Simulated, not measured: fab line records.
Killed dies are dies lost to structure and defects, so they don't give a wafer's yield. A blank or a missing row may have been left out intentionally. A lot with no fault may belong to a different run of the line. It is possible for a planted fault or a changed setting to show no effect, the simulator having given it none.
fab line records -- flow n5Finfet
record: lots: 10, wafers: 30, lastDay: 19
route steps=1938 shown BEOL_M15@1785
lots that met no fault: from a run of the same line without faults
startH: start of the lot's first displayed wafer, in hours after the record's first day -- waitH: hours elapsed since this lot's preceding step -- " same as the row above -- L1.1+2: one row covering several wafers at once -- - value missing, or start not given -- * or withheld: withheld -- < > ~ a bound
route shown NAME@n: names a module that has steps shown in the file, with the first one's number in the route -- usual: mean/standard deviation of fault-free wafers -- same: alike in all rows -- chamber/n: place in a boat -- sites: the reading at each site -- _std_site: the standard deviation of these -- _edge_site: inner sites' mean taken away from outer sites' mean -- radiusMm: how far each site lies from the wafer's centre -- mask NAME#n: copy n -- behind: the most recent tool/chamber to have shaped the wafer -- hold: reason for holding the lot/hours on hold/outcome of the hold -- device: the transistor (n, p or np) that didn't switch -- end of line: at the end of the route, the tests of the same wafers -- a step without rows: its recipe alone -- killed: dies that structure and defects cost at the first sort, which is not the same as the wafer's yield -- map: dies across one wafer; x = killed, . = not, _ = none there
set.NAME: the run value of the setting; set.NAME@STEP: its run value at that earlier step -- model.NAME: the simulator's own value behind a step, which no gauge read
route steps across a sampled set of lots; one table per step, one row per wafer
services: the hour from which a tool's chamber was out of use, counted from the record's first day as startH (under 0 if before that day), plus the number of hours and why
== steps ==
step: N5_BEOL_M15_INSPECT_12
recipe: mode: adi, inspectInstrument: macro
usual: rawDefectCount: 1.8/1.3
lot.wafer,tool,chamber,startH,waitH,rawDefectCount
L876.1,defectInspect-01,-,251.87,0.0,2
L876.2,defectInspect-01,-,251.87,0.0,2
L876.5,defectInspect-01,-,251.87,0.0,1
L884.1,defectInspect-01,-,298.19,0.0,2
L884.4,defectInspect-01,-,298.19,0.0,3
L884.6,defectInspect-01,-,298.19,0.0,3
L886.2,defectInspect-01,-,300.74,0.0,2
L886.4,defectInspect-01,-,300.74,0.0,2
L886.5,defectInspect-01,-,300.74,0.0,2
L887.1,defectInspect-01,-,326.09,0.0,1
L887.2,defectInspect-01,-,326.09,0.0,1
L887.6,defectInspect-01,-,326.09,0.0,2
L888.4,defectInspect-02,-,332.16,0.0,3
L888.5,defectInspect-02,-,332.16,0.0,1
L888.6,defectInspect-02,-,332.16,0.0,0
L894.3,defectInspect-01,-,399.62,0.0,0
L894.5,defectInspect-01,-,399.62,0.0,1
L894.6,defectInspect-01,-,399.62,0.0,3
L895.1,defectInspect-01,-,408.61,0.0,5
L895.4,defectInspect-01,-,408.61,0.0,1
L895.5,defectInspect-01,-,408.61,0.0,0
L897.2,defectInspect-02,-,413.72,0.0,2
L897.5,defectInspect-02,-,413.72,0.0,1
L897.6,defectInspect-02,-,413.72,0.0,1
L898.1,defectInspect-01,-,440.79,0.0,2
L898.3,defectInspect-01,-,440.79,0.0,2
L898.6,defectInspect-01,-,440.79,0.0,2
L896.2,defectInspect-02,-,445.25,0.0,1
L896.3,defectInspect-02,-,445.25,0.0,1
L896.6,defectInspect-02,-,445.25,0.0,0
step: N5_BEOL_M15_VIA_ETCH_16
recipe: chemistry: C4F8/O2/Ar, target: SiO2, heInnerTorr: 15, heOuterTorr: 30, targetDepthA: 17922, timeS: withheld, ionEnergyEv: 800, pressureMtorr: 20, sourceW: 1905, biasW: 2040, Ar_flow_sccm: 400, C4F8_flow_sccm: 16, O2_flow_sccm: 12, ends: cleared
usual: drypumpMotorCurrentA: 5.6/0.51, heOuterTorr: 30.00/0.066, oes_f_703_au: 0.77/0.066, oesProductAu: 0.70/0.067, rfVppV: 2222/28, showerheadPlenumPTorr: 3.46/0.079, throttleValvePct: 30.94/0.19
lot.wafer,tool,chamber,startH,waitH,drypumpMotorCurrentA,heOuterTorr,oes_f_703_au,oesProductAu,rfVppV,showerheadPlenumPTorr,throttleValvePct
L876.1,rieDiel-04,1,251.99,0.0,6.1,29.98,0.76,0.66,2227,3.56,30.79
L876.2,rieDiel-04,3,251.99,0.0,5.3,29.98,0.80,0.72,2183,3.50,30.98
L876.5,rieDiel-04,2,251.99,0.0,5.0,30.01,0.81,0.75,2296,3.34,31.07
L884.1,rieDiel-02,0,298.31,0.0,5.3,30.00,0.66,0.61,2203,3.38,31.01
L884.4,rieDiel-02,1,298.31,0.0,5.8,29.95,0.75,0.68,2200,3.40,30.70
L884.6,rieDiel-02,1,298.31,0.0,5.8,29.97,0.75,0.67,2200,3.40,30.71
L886.2,rieDiel-02,0,300.86,0.0,5.3,30.02,0.67,0.60,2203,3.38,31.00
L886.4,rieDiel-02,3,300.86,0.0,5.0,30.12,0.72,0.66,2241,3.57,30.83
L886.5,rieDiel-02,3,300.86,0.0,5.0,29.94,0.73,0.65,2241,3.57,30.85
L887.1,rieDiel-06,3,326.21,0.0,6.3,30.01,0.85,0.78,2212,3.37,30.97
L887.2,rieDiel-06,1,326.21,0.0,5.5,29.96,0.73,0.65,2208,3.54,31.14
L887.6,rieDiel-06,2,326.21,0.0,5.8,29.88,0.73,0.64,2239,3.40,31.14
L888.4,rieDiel-02,0,332.28,0.0,5.3,29.99,0.66,0.61,2205,3.37,31.02
L888.5,rieDiel-02,2,332.28,0.0,6.4,30.00,0.84,0.78,2239,3.52,31.12
L888.6,rieDiel-02,3,332.28,0.0,4.9,29.97,0.72,0.64,2241,3.56,30.83
L894.3,rieDiel-02,3,399.74,0.0,5.0,29.99,0.70,0.63,2239,3.55,30.85
L894.5,rieDiel-02,3,399.74,0.0,5.0,29.96,0.71,0.63,2240,3.55,30.87
L894.6,rieDiel-02,2,399.74,0.0,6.4,30.00,0.82,0.76,2238,3.51,31.14
L895.1,rieDiel-06,3,408.73,0.0,6.3,30.12,0.82,0.76,2210,3.36,31.00
L895.4,rieDiel-06,1,408.73,0.0,5.5,29.92,0.71,0.64,2207,3.53,31.18
L895.5,rieDiel-06,1,408.73,0.0,5.5,30.01,0.71,0.65,2209,3.53,31.18
L897.2,rieDiel-02,0,414.04,0.0,5.3,29.96,0.89,0.84,2203,3.36,30.71
L897.5,rieDiel-02,2,414.04,0.0,6.3,29.94,0.82,0.76,2239,3.51,31.15
L897.6,rieDiel-02,3,414.04,0.0,5.0,30.05,0.70,0.63,2241,3.55,30.88
L898.1,rieDiel-04,0,440.91,0.0,5.1,30.02,0.74,0.66,2199,3.43,30.92
L898.3,rieDiel-04,3,440.91,0.0,5.3,29.98,0.76,0.68,2182,3.47,30.99
L898.6,rieDiel-04,0,440.91,0.0,5.2,29.86,0.74,0.66,2200,3.43,30.93
L896.2,rieDiel-04,2,445.37,0.0,5.0,29.92,0.76,0.71,2292,3.32,31.13
L896.3,rieDiel-04,0,445.37,0.0,5.1,29.93,0.74,0.66,2200,3.43,30.95
L896.6,rieDiel-04,3,445.37,0.0,5.3,30.05,0.77,0.68,2179,3.47,30.99
step: N5_BEOL_M15_STRIP_64
recipe: chemistry: O2, powerW: 600, tempC: 60, pressureMtorr: 30, rfFrequencyHz: 6e+07, biasPowerW: 0, overashFraction: 0.3, o2FlowSccm: 225
usual: drypumpMotorCurrentA: 5.6/0.51, o2FlowSccm: 225.0/0.67, oesProductAu: 0.78/0.075, rfVppV: 3.6/0.5, showerheadPlenumPTorr: 2.11/0.052, throttleValvePct: 16.72/0.23
same: biasPowerW: 0
lot.wafer,tool,chamber,startH,waitH,drypumpMotorCurrentA,o2FlowSccm,oesProductAu,rfHoursCounterH,rfVppV,showerheadPlenumPTorr,throttleValvePct
L876.1,rieDiel-04,1,-,-,6.1,226.3,0.72,190,4.0,2.19,16.72
L876.2,rieDiel-04,3,-,-,5.3,223.8,0.81,74,3.5,2.15,16.72
L876.5,rieDiel-04,2,-,-,5.0,224.6,0.83,-,3.1,2.03,16.80
L884.1,rieDiel-02,0,-,-,5.3,224.6,0.68,238,3.8,2.07,16.99
L884.4,rieDiel-02,1,-,-,5.7,225.0,0.74,176,4.4,2.08,16.66
L884.6,rieDiel-02,1,-,-,5.8,224.6,0.76,-,4.6,2.08,16.64
L886.2,rieDiel-02,0,-,-,5.3,225.7,0.69,239,4.2,2.07,17.00
L886.4,rieDiel-02,3,-,-,4.9,224.9,0.72,204,4.2,2.17,16.63
L886.5,rieDiel-02,3,-,-,4.9,224.2,0.72,-,3.4,2.17,16.63
L887.1,rieDiel-06,3,-,-,6.2,226.0,0.86,47,2.8,2.04,16.47
L887.2,rieDiel-06,1,-,-,5.5,224.9,0.71,215,3.6,2.17,16.97
L887.6,rieDiel-06,2,-,-,5.8,225.6,0.72,-,2.9,2.09,17.09
L888.4,rieDiel-02,0,-,-,5.3,225.2,0.69,246,3.6,2.07,17.01
L888.5,rieDiel-02,2,-,-,6.4,225.3,0.87,-,3.8,2.14,16.65
L888.6,rieDiel-02,3,-,-,5.0,225.1,0.71,-,3.3,2.17,16.63
L894.3,rieDiel-02,3,-,-,4.9,225.6,0.70,229,3.8,2.16,16.67
L894.5,rieDiel-02,3,-,-,4.9,225.5,0.69,-,4.0,2.17,16.68
L894.6,rieDiel-02,2,-,-,6.4,224.8,0.85,-,3.3,2.13,16.68
L895.1,rieDiel-06,3,-,-,6.2,226.4,0.85,67,4.1,2.03,16.52
L895.4,rieDiel-06,1,-,-,5.5,225.4,0.71,235,3.8,2.16,16.99
L895.5,rieDiel-06,1,-,-,5.5,224.8,0.70,-,3.3,2.16,16.99
L897.2,rieDiel-02,0,-,-,5.3,224.3,0.95,13,4.0,2.06,16.55
L897.5,rieDiel-02,2,-,-,6.4,224.8,0.84,-,3.3,2.13,16.68
L897.6,rieDiel-02,3,-,-,5.0,224.0,0.70,-,3.7,2.16,16.68
L898.1,rieDiel-04,0,-,-,5.1,225.8,0.74,163,4.0,2.08,16.71
L898.3,rieDiel-04,3,-,-,5.3,224.8,0.77,118,2.7,2.13,16.81
L898.6,rieDiel-04,0,-,-,5.1,224.5,0.73,-,2.9,2.08,16.71
L896.2,rieDiel-04,2,-,-,4.9,224.2,0.77,148,3.0,2.01,16.89
L896.3,rieDiel-04,0,-,-,5.1,224.9,0.73,164,3.8,2.08,16.72
L896.6,rieDiel-04,3,-,-,5.3,225.0,0.76,-,3.3,2.13,16.82
step: N5_BEOL_M15_COAT_60
recipe: resist: BARC, tempC: 205, timeS: 60, spinRpm: 1500, resistThkNm: 89
usual: heaterPowerTotalW: 391.9/1.3, runLengthS: 66.35/0.15, spinSpeedRpm: 1500.0/0.89
lot.wafer,tool,chamber,startH,waitH,heaterPowerTotalW,runLengthS,spinSpeedRpm
L876.1,lithoTrack-01,0,253.00,0.3,391.6,66.42,1499.4
L876.2,lithoTrack-01,0,253.00,0.3,392.0,66.50,1499.5
L876.5,lithoTrack-01,0,253.00,0.3,392.8,66.36,1499.9
L884.1,lithoTrack-01,0,299.38,0.3,404.8,63.12,1500.1
L884.4,lithoTrack-01,0,299.38,0.3,406.7,63.17,1501.5
L884.6,lithoTrack-01,0,299.38,0.3,406.7,62.93,1500.4
L886.2,lithoTrack-01,0,301.92,0.3,404.7,62.93,1500.7
L886.4,lithoTrack-01,0,301.92,0.3,404.9,62.97,1500.8
L886.5,lithoTrack-01,0,301.92,0.3,405.6,63.12,1500.9
L887.1,lithoTrack-03,0,327.23,0.3,391.0,66.29,1499.9
L887.2,lithoTrack-03,0,327.23,0.3,392.5,66.26,1500.4
L887.6,lithoTrack-03,0,327.23,0.3,389.4,66.39,1500.6
L888.4,lithoTrack-01,0,333.35,0.3,406.8,63.35,1499.9
L888.5,lithoTrack-01,0,333.35,0.3,406.5,63.24,1499.2
L888.6,lithoTrack-01,0,333.35,0.3,404.5,63.20,1499.7
L894.3,lithoTrack-01,0,400.75,0.3,392.9,66.55,1499.2
L894.5,lithoTrack-01,0,400.75,0.3,393.3,66.45,1500.3
L894.6,lithoTrack-01,0,400.75,0.3,391.3,66.43,1499.6
L895.1,lithoTrack-03,0,410.02,0.5,391.8,66.35,1500.2
L895.4,lithoTrack-03,0,410.02,0.5,390.1,66.45,1499.4
L895.5,lithoTrack-03,0,410.02,0.5,393.1,66.37,1500.1
L897.2,lithoTrack-01,0,415.12,0.3,392.5,66.37,1501.7
L897.5,lithoTrack-01,0,415.12,0.3,392.9,66.45,1500.9
L897.6,lithoTrack-01,0,415.12,0.3,393.5,66.53,1500.8
L898.1,lithoTrack-01,0,441.93,0.3,392.0,66.37,1500.5
L898.3,lithoTrack-01,0,441.93,0.3,391.2,66.60,1498.2
L898.6,lithoTrack-01,0,441.93,0.3,393.0,66.42,1500.2
L896.2,lithoTrack-03,0,446.39,0.3,393.5,66.24,1500.1
L896.3,lithoTrack-03,0,446.39,0.3,392.9,66.37,1499.4
L896.6,lithoTrack-03,0,446.39,0.3,393.2,66.44,1498.7
== services ==
tool,chamber,startH,hours,kind
rieDiel-06,3,235.37,2.3,repair
rieDiel-06,0,244.91,-,clean
rieDiel-06,0,244.91,-,consumableReplace:focusRing
rieDiel-06,0,244.91,17.9,scheduledDown
rieDiel-06,0,244.91,17.9,ventCycle
lithoTrack-03,-,246.69,-,consumableReplace:filter
rieDiel-06,1,295.74,3.9,repair
rieDiel-06,1,303.97,8.4,repair
rieDiel-06,0,337.93,3.2,repair
rieDiel-04,3,342.35,3.4,repair
rieDiel-02,0,344.87,-,clean
rieDiel-02,0,344.87,-,consumableReplace:focusRing
rieDiel-02,0,344.87,15.9,scheduledDown
rieDiel-02,0,344.87,15.9,ventCycle
rieDiel-02,3,347.28,2.8,repair
rieDiel-04,0,359.94,1.7,repair
rieDiel-04,3,395.94,23.0,repair
rieDiel-04,-,403.75,0.9,repair
rieDiel-04,0,409.11,3.8,repair
rieDiel-04,-,413.19,2.8,pm
rieDiel-04,2,426.35,1.6,repair
rieDiel-06,-,432.98,2.1,repair
rieDiel-02,2,440.36,18.8,repair
== key ==
firstSign: step: N5_BEOL_M15_COAT_60, reading: runLengthS, direction: down, sigmas: 21, usual: *, struck: *
effect: step: N5_BEOL_M15_COAT_60, reading: heaterPowerTotalW, direction: up, sigmas: 11, usual: *, struck: *
metAt N5_BEOL_M15_COAT_60
struckLots L884,L886,L888
notActingAt N5_BEOL_M15_INSPECT_12,N5_BEOL_M15_VIA_ETCH_16,N5_BEOL_M15_STRIP_64
onsetBetween 253.00 299.38
fault: kind: processParameterDrift, tool: lithoTrack-01, chamber: -, onsetH: 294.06, steps: N5_BEOL_M15_COAT_60, channel: timeS, offset: *, shape: step, endH: 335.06, actsIn: *, stated: *
